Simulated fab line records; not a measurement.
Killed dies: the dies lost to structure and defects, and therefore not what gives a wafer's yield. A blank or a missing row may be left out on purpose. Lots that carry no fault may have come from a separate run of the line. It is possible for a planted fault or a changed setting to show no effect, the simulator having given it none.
Which tool was responsible? -- flow nand-harc -- 72 wafers from 24 lots sampled at 6 of the route's 1302 steps

WHAT THE GAUGES SHOWED, per wafer
NHARC_A_BONDPAD_THK_MEAS_30: measures by ellipsometry.
lot,measured,on,thk-nm (nm)
L074,day 23 06:27,film-metro-01,198.9 199.9 199.0
L075,day 23 07:30,film-metro-02,200.8 200.9 199.8
L077,day 24 02:19,film-metro-01,197.5 200.3 197.1
L076,day 24 02:46,film-metro-01,201.3 198.8 199.3
L078,day 24 09:03,film-metro-01,200.3 199.8 200.4
L079,day 24 18:57,film-metro-01,201.2 198.7 198.1
L080,day 25 13:56,film-metro-02,201.2 198.1 200.0
L081,day 25 15:16,film-metro-01,198.9 199.2 198.8
L082,day 26 05:20,film-metro-02,199.3 199.4 197.0
L083,day 26 16:41,film-metro-01,201.7 200.4 199.7
L084,day 27 17:01,film-metro-02,201.1 201.2 199.8
L085,day 27 18:38,film-metro-01,200.4 203.0 200.4
L086,day 27 20:26,film-metro-02,198.7 201.4 201.2
L087,day 28 07:31,film-metro-02,202.0 202.2 200.1
L089,day 29 01:47,film-metro-02,198.2 197.7 198.7
L088,day 29 10:01,film-metro-01,201.0 203.9 202.2
L091,day 29 16:35,film-metro-02,202.7 200.1 200.3
L090,day 30 12:02,film-metro-01,200.1 199.8 202.4
L092,day 31 00:37,film-metro-02,199.6 201.0 199.7
L095,day 31 06:21,film-metro-01,200.7 201.6 200.9
L093,day 31 10:38,film-metro-01,199.6 200.2 198.7
L094,day 31 11:22,film-metro-02,199.6 200.8 196.5
L096,day 31 19:51,film-metro-01,200.7 201.7 199.2
L097,day 32 17:01,film-metro-02,199.5 199.3 198.0

NHARC_A_BONDPAD_CD_MEAS_13.
lot,measured,on,cd-nm (nm)
L074,day 23 07:32,cd-sem-02,501.2 501.1 501.3
L075,day 23 08:36,cd-sem-03,499.6 499.6 498.5
L077,day 24 03:17,cd-sem-02,498.8 499.5 498.5
L076,day 24 03:52,cd-sem-02,499.5 498.1 498.0
L078,day 24 10:10,cd-sem-01,501.8 499.7 500.2
L079,day 24 20:03,cd-sem-02,497.4 496.7 498.2
L080,day 25 15:21,cd-sem-02,499.2 497.8 498.8
L081,day 25 16:22,cd-sem-03,499.5 500.2 500.1
L082,day 26 06:19,cd-sem-03,503.0 500.3 500.4
L083,day 26 17:49,cd-sem-01,498.0 498.2 499.1
L084,day 27 17:59,cd-sem-02,498.8 498.4 497.3
L085,day 27 19:36,cd-sem-03,500.6 501.8 501.0
L086,day 27 21:24,cd-sem-02,500.9 501.0 501.3
L087,day 28 08:29,cd-sem-01,496.7 498.0 498.5
L089,day 29 02:53,cd-sem-03,501.7 501.0 501.4
L088,day 29 11:07,cd-sem-01,501.8 499.9 501.6
L091,day 29 17:44,cd-sem-02,499.1 498.7 498.8
L090,day 30 13:11,cd-sem-02,500.3 501.0 499.4
L092,day 31 01:46,cd-sem-03,499.7 500.3 500.2
L095,day 31 07:26,cd-sem-01,497.9 497.8 498.9
L093,day 31 11:44,cd-sem-03,498.6 498.7 499.6
L094,day 31 12:20,cd-sem-01,497.5 500.6 499.8
L096,day 31 20:52,cd-sem-03,502.2 498.9 500.4
L097,day 32 18:06,cd-sem-03,498.2 499.7 498.6

TOOL THAT RAN EACH LOT (tool first, then ch and the chambers of the sampled wafers, then the start)
lot,NHARC_A_M0_ETCH_34,NHARC_A_M0_PVD_21,NHARC_A_M1_PVD_20,NHARC_A_BONDPAD_DEP_00
L074,"rie-diel-07 ch 0,1,3, day 22 22:40","pvd-sputter-02, day 23 05:47 or earlier","pvd-sputter-01, day 23 05:47 or earlier","pecvd-01 ch 0,2, day 23 05:47"
L075,"rie-diel-02 ch 0,1,3, day 22 23:38","pvd-sputter-01, day 23 06:53 or earlier","pvd-sputter-01, day 23 06:53 or earlier","pecvd-01 ch 0,1,2, day 23 06:53"
L077,"rie-diel-02 ch 0,1, day 23 18:18","pvd-sputter-01, day 24 01:40 or earlier","pvd-sputter-02, day 24 01:40 or earlier","pecvd-04 ch 0,2, day 24 01:40"
L076,"rie-diel-02 ch 0,1,3, day 23 18:53","pvd-sputter-02, day 24 02:46 or earlier","pvd-sputter-01, day 24 02:46 or earlier","pecvd-01 ch 0,1, day 24 02:46 or earlier"
L078,"rie-diel-07 ch 1,2, day 24 01:04","pvd-sputter-03, day 24 08:32 or earlier","pvd-sputter-03, day 24 08:32 or earlier","pecvd-03 ch 0,1,2, day 24 08:32"
L079,"rie-diel-09 ch 1,2,3, day 24 11:04","pvd-sputter-02, day 24 18:18 or earlier","pvd-sputter-01, day 24 18:18 or earlier","pecvd-01 ch 0,1,2, day 24 18:18"
L080,"rie-diel-07 ch 0,1,2, day 25 06:10","pvd-sputter-02, day 25 13:17 or earlier","pvd-sputter-02, day 25 13:17 or earlier","pecvd-03 ch 0,1,2, day 25 13:17"
L081,"rie-diel-07 ch 0,1,3, day 25 07:18","pvd-sputter-02, day 25 14:37 or earlier","pvd-sputter-03, day 25 14:37 or earlier","pecvd-03 ch 0,1, day 25 14:37"
L082,"rie-diel-02 ch 1,2,3, day 25 21:33","pvd-sputter-02, day 26 04:41 or earlier","pvd-sputter-02, day 26 04:41 or earlier","pecvd-01 ch 0,2, day 26 04:41"
L083,"rie-diel-09 ch 0,1, day 26 08:53","pvd-sputter-01, day 26 16:05 or earlier","pvd-sputter-02, day 26 16:05 or earlier","pecvd-03 ch 0,2, day 26 16:05"
L084,"rie-diel-09 ch 0,1,2, day 27 08:38","pvd-sputter-01, day 27 16:24 or earlier","pvd-sputter-02, day 27 16:24 or earlier","pecvd-03 ch 1,2, day 27 16:24"
L085,"rie-diel-07 ch 0,1,2, day 27 10:19","pvd-sputter-03, day 27 18:01 or earlier","pvd-sputter-03, day 27 18:01 or earlier","pecvd-01 ch 0,2, day 27 18:01"
L086,"rie-diel-07 ch 1,2,3, day 27 11:59","pvd-sputter-03, day 27 19:47 or earlier","pvd-sputter-01, day 27 19:47 or earlier","pecvd-03 ch 0,1,2, day 27 19:47"
L087,"rie-diel-02 ch 0,3, day 27 23:42","pvd-sputter-02, day 28 07:31 or earlier","pvd-sputter-03, day 28 07:31 or earlier","pecvd-04 ch 0,1,2, day 28 07:31 or earlier"
L089,"rie-diel-02 ch 0,2,3, day 28 17:39","pvd-sputter-02, day 29 01:08 or earlier","pvd-sputter-02, day 29 01:08 or earlier","pecvd-01 ch 1,2, day 29 01:08"
L088,"rie-diel-02 ch 0,1,2, day 29 02:16","pvd-sputter-01, day 29 09:22 or earlier","pvd-sputter-02, day 29 09:22 or earlier","pecvd-03 ch 0,1,2, day 29 09:22"
L091,"rie-diel-02 ch 2,3, day 29 08:41","pvd-sputter-02, day 29 15:56 or earlier","pvd-sputter-02, day 29 15:56 or earlier","pecvd-03 ch 0,2, day 29 15:56"
L090,"rie-diel-02 ch 0,1,2, day 30 03:56","pvd-sputter-03, day 30 11:26 or earlier","pvd-sputter-02, day 30 11:26 or earlier","pecvd-04 ch 0,1,2, day 30 11:26"
L092,"rie-diel-02 ch 1,2,3, day 30 13:08","pvd-sputter-02, day 31 00:00 or earlier","pvd-sputter-02, day 31 00:00 or earlier","pecvd-01 ch 0,1, day 31 00:00"
L095,"rie-diel-02 ch 1,2, day 30 22:07","pvd-sputter-01, day 31 05:44 or earlier","pvd-sputter-03, day 31 05:44 or earlier","pecvd-03 ch 1,2, day 31 05:44"
L093,"rie-diel-09 ch 0,1, day 31 02:53","pvd-sputter-02, day 31 10:38 or earlier","pvd-sputter-02, day 31 10:38 or earlier","pecvd-01 ch 0,2, day 31 10:38 or earlier"
L094,"rie-diel-02 ch 0,2,3, day 31 03:18","pvd-sputter-03, day 31 10:43 or earlier","pvd-sputter-03, day 31 10:43 or earlier","pecvd-01 ch 1,2, day 31 10:43"
L096,"rie-diel-02 ch 1,3, day 31 11:41","pvd-sputter-03, day 31 19:04 or earlier","pvd-sputter-02, day 31 19:04 or earlier","pecvd-04 ch 2, day 31 19:04"
L097,"rie-diel-07 ch 0,2,3, day 32 09:00","pvd-sputter-01, day 32 17:01 or earlier","pvd-sputter-02, day 32 17:01 or earlier","pecvd-01 ch 0,1, day 32 17:01 or earlier"
- NHARC_A_M0_ETCH_34: etches the open film in N2/H2, target depth 40 nm, overetch 12 nm, time 43.94 s.
- NHARC_A_M0_PVD_21: deposits Cu, target thk 30 nm, time 20.49 s.
- NHARC_A_M1_PVD_20: deposits TaN, target thk 5 nm, time 8.06 s.
- NHARC_A_BONDPAD_DEP_00: deposits SiCN, target thk 250 nm.

AS READ BY THE TOOLS THEMSELVES (means over the sampled wafers that have a number; for cases with no such wafer, the mark the record gives instead)
NHARC_A_M0_ETCH_34.
lot,tool,bias-w (W),drypump-motor-current-A (A),h2-flow-sccm (sccm),n2-flow-sccm (sccm),oes-product-au (a.u.),rf-fwd-power-W (W),rf-vpp-V (V),showerhead-plenum-p-Torr (Torr),throttle-valve-pct (%)
L074,rie-diel-07,150.1,5.4,150.0,150.3,0.996,397.4,430.3,2.05,14.178
L075,rie-diel-02,149.9,5.6,150.0,150.2,0.995,395.4,430.7,2.03,14.173
L077,rie-diel-02,150.2,5.9,149.7,149.9,0.992,394.6,429.3,2.00,14.171
L076,rie-diel-02,150.2,5.6,149.9,149.9,0.993,395.4,430.0,2.03,14.171
L078,rie-diel-07,149.7,5.3,150.7,150.5,1.004,396.3,429.1,2.00,14.173
L079,rie-diel-09,150.0,6.0,149.9,150.2,1.002,394.6,427.4,1.93,14.175
L080,rie-diel-07,150.0,5.4,150.0,150.1,0.997,396.6,430.6,2.05,14.164
L081,rie-diel-07,150.3,5.4,150.3,150.0,0.993,396.5,429.7,2.05,14.178
L082,rie-diel-02,150.2,5.4,150.7,149.8,1.001,395.4,431.9,2.12,14.165
L083,rie-diel-09,149.6,5.7,150.2,150.0,1.002,395.5,427.5,1.93,14.177
L084,rie-diel-09,149.7,5.8,149.7,150.5,0.995,396.2,426.8,1.91,14.164
L085,rie-diel-07,150.0,5.4,149.9,150.0,0.990,396.2,430.4,2.05,14.171
L086,rie-diel-07,150.0,5.2,150.0,150.2,0.993,395.5,431.3,2.06,14.177
L087,rie-diel-02,150.0,5.5,149.8,150.1,0.998,395.7,429.5,2.00,14.170
L089,rie-diel-02,150.0,5.7,149.7,149.9,1.009,395.5,431.5,2.05,14.164
L088,rie-diel-02,150.4,5.7,150.1,150.0,1.002,396.8,431.3,2.08,14.178
L091,rie-diel-02,149.7,5.4,149.5,150.0,1.004,396.2,431.2,2.08,14.167
L090,rie-diel-02,149.8,5.7,150.1,150.1,1.003,396.6,432.3,2.08,14.173
L092,rie-diel-02,149.6,5.4,149.9,149.9,0.995,397.4,433.0,2.11,14.182
L095,rie-diel-02,150.0,5.5,149.5,150.1,0.999,396.9,433.2,2.14,14.173
L093,rie-diel-09,149.9,5.8,150.3,150.3,1.001,396.4,427.2,1.92,14.173
L094,rie-diel-02,150.1,5.7,150.4,149.8,0.999,395.1,430.9,2.05,14.179
L096,rie-diel-02,149.9,5.3,150.2,149.7,0.999,396.4,431.2,2.06,14.173
L097,rie-diel-07,150.4,5.3,150.5,150.0,0.995,395.4,433.1,2.11,14.171

NHARC_A_M0_PVD_21.
lot,tool,throttle-valve-pct (%)
L074,pvd-sputter-02,31.3
L075,pvd-sputter-01,29.6
L077,pvd-sputter-01,29.1
L076,pvd-sputter-02,31.4
L078,pvd-sputter-03,29.3
L079,pvd-sputter-02,31.3
L080,pvd-sputter-02,31.4
L081,pvd-sputter-02,31.8
L082,pvd-sputter-02,31.2
L083,pvd-sputter-01,28.5
L084,pvd-sputter-01,29.5
L085,pvd-sputter-03,29.4
L086,pvd-sputter-03,29.3
L087,pvd-sputter-02,30.5
L089,pvd-sputter-02,31.3
L088,pvd-sputter-01,29.9
L091,pvd-sputter-02,31.4
L090,pvd-sputter-03,28.9
L092,pvd-sputter-02,30.5
L095,pvd-sputter-01,29.7
L093,pvd-sputter-02,31.3
L094,pvd-sputter-03,29.4
L096,pvd-sputter-03,29.6
L097,pvd-sputter-01,28.8

NHARC_A_M1_PVD_20.
lot,tool,throttle-valve-pct (%)
L074,pvd-sputter-01,28.7
L075,pvd-sputter-01,30.8
L077,pvd-sputter-02,31.3
L076,pvd-sputter-01,29.5
L078,pvd-sputter-03,28.8
L079,pvd-sputter-01,28.7
L080,pvd-sputter-02,31.3
L081,pvd-sputter-03,29.6
L082,pvd-sputter-02,31.2
L083,pvd-sputter-02,31.3
L084,pvd-sputter-02,31.3
L085,pvd-sputter-03,29.4
L086,pvd-sputter-01,28.7
L087,pvd-sputter-03,29.4
L089,pvd-sputter-02,31.1
L088,pvd-sputter-02,30.7
L091,pvd-sputter-02,30.4
L090,pvd-sputter-02,30.7
L092,pvd-sputter-02,31.2
L095,pvd-sputter-03,29.9
L093,pvd-sputter-02,31.1
L094,pvd-sputter-03,29.8
L096,pvd-sputter-02,30.9
L097,pvd-sputter-02,31.5

NHARC_A_BONDPAD_DEP_00.
lot,tool,chamber-pressure-Torr (Torr),heater-power-w (W),rf-fwd-power-W (W)
L074,pecvd-01,2.994,553,449.8
L075,pecvd-01,3.006,559,448.6
L077,pecvd-04,3.010,594,449.6
L076,pecvd-01,2.994,556,448.3
L078,pecvd-03,2.999,537,450.6
L079,pecvd-01,3.005,553,449.4
L080,pecvd-03,3.001,597,450.9
L081,pecvd-03,3.001,507,448.7
L082,pecvd-01,2.998,480,447.9
L083,pecvd-03,3.003,622,450.1
L084,pecvd-03,2.998,527,448.8
L085,pecvd-01,2.995,499,448.9
L086,pecvd-03,2.998,566,449.3
L087,pecvd-04,3.005,554,450.9
L089,pecvd-01,2.997,543,451.3
L088,pecvd-03,2.995,567,447.0
L091,pecvd-03,3.005,563,448.4
L090,pecvd-04,3.004,556,449.2
L092,pecvd-01,3.000,562,448.8
L095,pecvd-03,2.998,570,448.4
L093,pecvd-01,2.995,506,450.4
L094,pecvd-01,2.993,514,449.3
L096,pecvd-04,3.005,445,448.1
L097,pecvd-01,2.997,519,448.9

THE ANSWER, worked out from the rows above alone
Rule: what is usual is taken from the lots themselves. Put in order of their means at a reading, lots are off if they are a third of the lots or fewer, leave a main group of 4 or more, and stand apart from it by a gap of 3 or more times the standard deviation of the main group's means; of several such gaps the widest counts. Not used: any main group whose means are identical at the precision the tables above print for the reading. Also off: a lot with no number at a reading for which 4 or more lots have one. All remaining lots with rows at the step are treated as sound. First the gauges in route order, then the tools' own readings, where a lot's mean is used as printed above. At the first step where some lot is off, the reading lying furthest off is the one used; lots without a number count as furthest.
No lot is off at any reading shown: from this, nothing can be told.

WHAT THE SIMULATOR HAD INSERTED
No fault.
